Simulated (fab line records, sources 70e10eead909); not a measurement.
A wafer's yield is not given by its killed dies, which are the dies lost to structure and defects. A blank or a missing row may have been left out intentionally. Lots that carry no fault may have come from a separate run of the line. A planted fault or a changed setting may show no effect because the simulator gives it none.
Chamber matching | flow nand harc | rie diel-11 running NHARC_P_GATE_STRIP_108: 4 sister chambers
The step strips in O2. 4 wafers are shown with their chamber, then 7 later ones without.

WAFERS, EACH WITH ITS CHAMBER
wafer  | chamber | showerhead plenum p Torr (Torr)
L641.4 | 2       | 3.42
L645.6 | 1       | 3.53
L648.1 | 3       | 3.36
L648.3 | 0       | 3.35

WAFERS MISSING THEIR CHAMBER
wafer  | showerhead plenum p Torr (Torr)
L648.5 | 3.35
L662.1 | 3.36
L662.3 | 3.53
L662.6 | 3.36
L664.1 | 3.41
L664.2 | 3.53
L664.3 | 3.35

WHICH CHAMBER EACH WENT THROUGH
wafer  | from the rows above | in truth
L648.5 | 0                   | 0
L662.1 | 3                   | 3
L662.3 | 1                   | 1
L662.6 | 3                   | 3
L664.1 | 2                   | 2
L664.2 | 1                   | 1
L664.3 | 0                   | 0
Correctly placed: 7 of 7. Can't be placed from these rows: 0. Wrongly placed: 0.
How it was worked out, from the rows above alone: a wafer's distance from a chamber is the root of the sum, over the readings, of the square of ((its reading less the chamber's mean) divided by the reading's scatter). The wafer belongs to the nearest chamber; if the next one is less than 2 further off, it can't be placed. The mean given for a chamber averages the wafers shown for that chamber. The scatter: with one shown wafer a chamber, the root of the mean of the squares of how far each hidden wafer lies from its nearest shown one.
